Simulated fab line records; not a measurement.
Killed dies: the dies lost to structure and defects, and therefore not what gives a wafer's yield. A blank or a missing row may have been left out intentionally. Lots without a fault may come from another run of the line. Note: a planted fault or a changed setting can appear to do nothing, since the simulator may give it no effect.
Comparing a struck lot with a sound one -- flow n5-finfet -- 14 out of 1938 route steps
Sound: the wafers L584.3, L584.4, L584.6. Wafers struck: L606.5, L606.6. The cause comes at the end.
Order at every step that has rows: each side's tool, ch and its chambers, its first start. Under that, the readings that differ: sound wafers -- struck wafers -- difference of the means -- sigmas: that difference in standard deviations of wafers without a fault.
alike: words and numbers the same on both sides, and readings whose means are apart by under 2 such deviations; not compared: readings that were withheld, readings missing a value for some wafer, numbers with overlapping values and no deviation given by the record, and bounds like >300 which may hide the same value.
The two part at a step that has a row with sigmas, a row that says differs or no value, or rows on one side only. Numbers that have no deviation but don't overlap get no sigmas and don't part them. A reading that every wafer of one side lacks parts them only if that side has two wafers or more.

N5_BEOL_M8_OVL_MEAS_12:
  sound on overlay-01 ch 0, day 9 03:47; struck on overlay-02 ch 0, day 15 05:23
  alike: M8_OVL
N5_BEOL_M8_INSPECT_13: inspects for defects (brightfield).
  sound on defect-inspect-01 at day 9 03:49; struck on defect-inspect-02 at day 15 05:25
reading,sound,struck,difference,sigmas
raw-defect-count,309 270 501,530 658,+234,+3
N5_BEOL_M8_DESCUM_16: chemistry O2, time 7.9 s.
  sound on rie-diel-02 ch 1,2, day 9 03:54; struck on rie-diel-02 ch 0,3, day 15 05:28
  alike: drypump-motor-current-A, oes-product-au, rf-vpp-V, showerhead-plenum-p-Torr, temp-c, throttle-valve-pct
  not compared: rf-hours-counter-h
N5_BEOL_M8_ETCH_61: etches SiARC in CF4, target depth 45.5 nm, time 75.8 s.
  sound on rie-diel-02 ch 1,2, day 9 03:56; struck on rie-diel-02 ch 0,3, day 15 05:30
  alike: drypump-motor-current-A, etch-rf-on-time-s, oes-product-au, rf-vpp-V, showerhead-plenum-p-Torr, throttle-valve-pct
  not compared: rf-hours-counter-h
N5_BEOL_M8_ETCH_62: etches SOC in N2/H2, target depth 110 nm, overetch 22 nm, time 165 s.
  sound on rie-diel-02 ch 1,2, day 9 03:59; struck on rie-diel-02 ch 0,3, day 15 05:36
  alike: drypump-motor-current-A, oes-product-au, rf-vpp-V, showerhead-plenum-p-Torr, temp-c, throttle-valve-pct
  not compared: rf-hours-counter-h
then, 2 steps without rows for these wafers: N5_BEOL_M8_STRIP_68 (strips in N2/H2); N5_BEOL_M8_STRIP_67 (strips in CF4).
N5_BEOL_M8_HM_OPEN_17: chemistry Cl2/BCl3, target TiN, target depth 20 nm, overetch 6 nm.
  sound on rie-metal-02 ch 0,1, day 9 04:13; struck on rie-metal-02 ch 0,1, day 15 05:47
  alike: drypump-motor-current-A, oes-product-au, throttle-valve-pct
  not compared: rf-hours-counter-h
N5_BEOL_M8_STRIP_19: strips in O2.
  sound on rie-diel-05 ch 0,2,3, day 9 04:18; struck on rie-diel-02 ch 0,1, day 15 05:53
  alike: drypump-motor-current-A, oes-product-au, rf-vpp-V, showerhead-plenum-p-Torr, temp-c, throttle-valve-pct
  not compared: rf-hours-counter-h
N5_BEOL_M8_CD_MEAS_18: pitch 80 nm, target cd 40 nm.
  sound on cd-sem-03 at day 9 04:22; struck on cd-sem-01 at day 15 05:57
  alike: cd-nm
then, 2 steps without rows for these wafers: N5_BEOL_M8_COAT_63 (time 60 s, resist thk 60 nm); N5_BEOL_M8_COAT_64 (time 60 s, resist thk 12 nm).
N5_BEOL_M8_COAT_71: time 60 s, resist thk 5 nm.
  sound on litho-track-03 ch 0, day 9 04:43; struck on litho-track-01 ch 0, day 15 05:59
reading,sound,struck,difference,sigmas
heater-power-total-W (W),392.7 392.2 389.7,402.5 406.3,+12.9,+11
plate-temp-C (C),204.84 204.75 204.61,210.27 210.44,+5.62,+31
then, 1 step without rows for these wafers: N5_BEOL_M8_COAT_22 (resist thk 30 nm).

== WHERE THEY PART ==
At N5_BEOL_M8_INSPECT_13 first; at N5_BEOL_M8_COAT_71 last (within this record only).

WHY: what the simulator had put in
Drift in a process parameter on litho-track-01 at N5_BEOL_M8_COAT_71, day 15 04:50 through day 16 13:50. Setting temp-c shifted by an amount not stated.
